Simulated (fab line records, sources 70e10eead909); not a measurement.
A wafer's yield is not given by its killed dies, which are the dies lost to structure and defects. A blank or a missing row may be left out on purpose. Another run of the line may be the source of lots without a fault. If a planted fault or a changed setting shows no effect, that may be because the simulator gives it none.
A struck lot beside a sound one    flow nand_harc    16 out of 1159 route steps
Sound: the wafers L496.1, L496.3, L496.4. The struck wafers were L515.2, L515.4, L515.6. The cause is given at the end.
Order at every step that has rows: each side's tool, ch and its chambers, its first start. Under that, the readings that differ: sound wafers    struck wafers    difference of the means    sigmas: that difference in standard deviations of wafers without a fault.
alike: a reading whose means differ by less than 2 such deviations, as well as words and numbers matching on both sides. not compared: withheld readings; readings where some wafer has no value; bounds like >300 that might hide an equal value; numbers whose values overlap and for which the record gives no deviation.
A row with sigmas, a row that says differs or no value, or rows on one side alone: a step with any of these is where the two part. Non-overlapping numbers with no deviation appear without sigmas and do not part them. Lack of a reading on every wafer of one side parts them only where that side has two or more wafers.

first, 2 steps without rows for these wafers: NHARC_A_M1_ETCH_35 (etches the open film in N2/H2, target depth 40 nm, overetch 12 nm, time 43.94 s); NHARC_A_M1_ETCH_15 (etches the open film in C4F8/Ar, target depth 182.5 nm, time 91.2 s).
NHARC_A_M1_CD_MEAS_16:
  sound on cd_sem-03, day 18 09:06; struck on cd_sem-03, day 22 03:10
  alike: cd_nm
then, 1 step without rows for these wafers: NHARC_A_M1_STRIP_18 (strips in N2/H2).
NHARC_A_M1_ETCH_28: etches the open film in CF4/N2, target depth 30 nm, time 72.99 s.
  sound: rie_diel-04 ch 0,1,3; struck: rie_diel-08 ch 1,2,3
  alike: chamber_pressure_mTorr, drypump_motor_current_A, mfc_ar_sccm, oes_product_au, rf_vpp_V, showerhead_plenum_p_Torr, throttle_valve_pct
  not compared: rf_hours_counter_h
then, 1 step without rows for these wafers: NHARC_A_M1_STRIP_19 (strips in post etch residue remover, time 600 s).
NHARC_A_M1_DEGAS_29: time 60 s.
  sound on pvd_sputter-02, day 18 09:50; struck on pvd_sputter-01, day 22 03:53
  alike: heater_power_w
NHARC_A_M1_PRE_CLEAN_30: time 30 s.
  sound on pvd_sputter-02; struck on pvd_sputter-01
  alike: heater_power_w
then, 1 step without rows for these wafers: NHARC_A_M1_PVD_20 (deposits TaN, target thk 5 nm, time 8.06 s).
NHARC_A_M1_PVD_21: deposits Cu, target thk 30 nm, time 20.49 s.
  sound on pvd_sputter-02; struck on pvd_sputter-01
  alike: chamber_pressure_pa, throttle_valve_pct
then, 1 step without rows for these wafers: NHARC_A_M1_ECD_22 (material Cu, target thk 400 nm).
NHARC_A_M1_ANNEAL_31: time 90 s.
  sound on rtp_anneal-02 ch 0, day 18 10:35; struck on rtp_anneal-02 ch 0, day 22 04:41
  alike: wafer_temp_C_max
NHARC_A_M1_CMP_23: polishes, t overpolish 20 s, target thk 154.34 nm.
  sound on cmp-03 ch 0,1,2, day 18 10:58; struck on cmp-04 ch 0,1,2, day 22 04:59
  no value came back on the struck wafers for edge_zone_pressure_frac, motor_current_A (A), time_to_endpoint_s (s); on the sound wafers edge_zone_pressure_frac reads 0.985 0.996 1.008
NHARC_A_M1_THK_MEAS_24: measures by xrf.
  sound on film_metro-01, day 18 11:15; struck on film_metro-02, day 22 05:18
reading      sound              struck             difference  sigmas
thk_nm (nm)  153.1 151.4 155.5  402.0 398.8 394.3  +245.0      +99 or more
then, 1 step without rows for these wafers: NHARC_A_M1_SRD_25.
-- jump in the record: it breaks off in module A_M1 and resumes in module END (first step shown: number 1159 of the route), and 3 days separate the struck wafers' starts before and after --
NHARC_END_SORT_01:
  sound on prober-02 ch 0, day 19 20:01; struck on prober-02 ch 0, day 25 04:56
reading                   sound           struck          difference  sigmas
defect_limited_yield (%)  95.3 95.4 96.2  0 0 0           -96         -74
killed_at_array           29 28 25        675 675 672     +647        +71
killed_dies               32 31 26        677 677 677     +647        +72
sort_bin_2_pct (%)        1.6 1.3 1.3     95.9 95.0 95.4  +94.0       +99 or more
sort_n_pass               645 646 651     0 0 0           -647        -72
sort_rim_yield_pct (%)    91 92 91        0 0 0           -91         -28
sort_yield_pct (%)        95.3 95.4 96.2  0 0 0           -96         -74
  alike: killed_at_other, killed_at_periphery, killed_open, killed_short, sort_bin_3_pct, sort_bin_4_pct

## WHERE THEY PART
At NHARC_A_M1_CMP_23 first; at NHARC_END_SORT_01 last (within this record only).

WHY: whatever the simulator had introduced
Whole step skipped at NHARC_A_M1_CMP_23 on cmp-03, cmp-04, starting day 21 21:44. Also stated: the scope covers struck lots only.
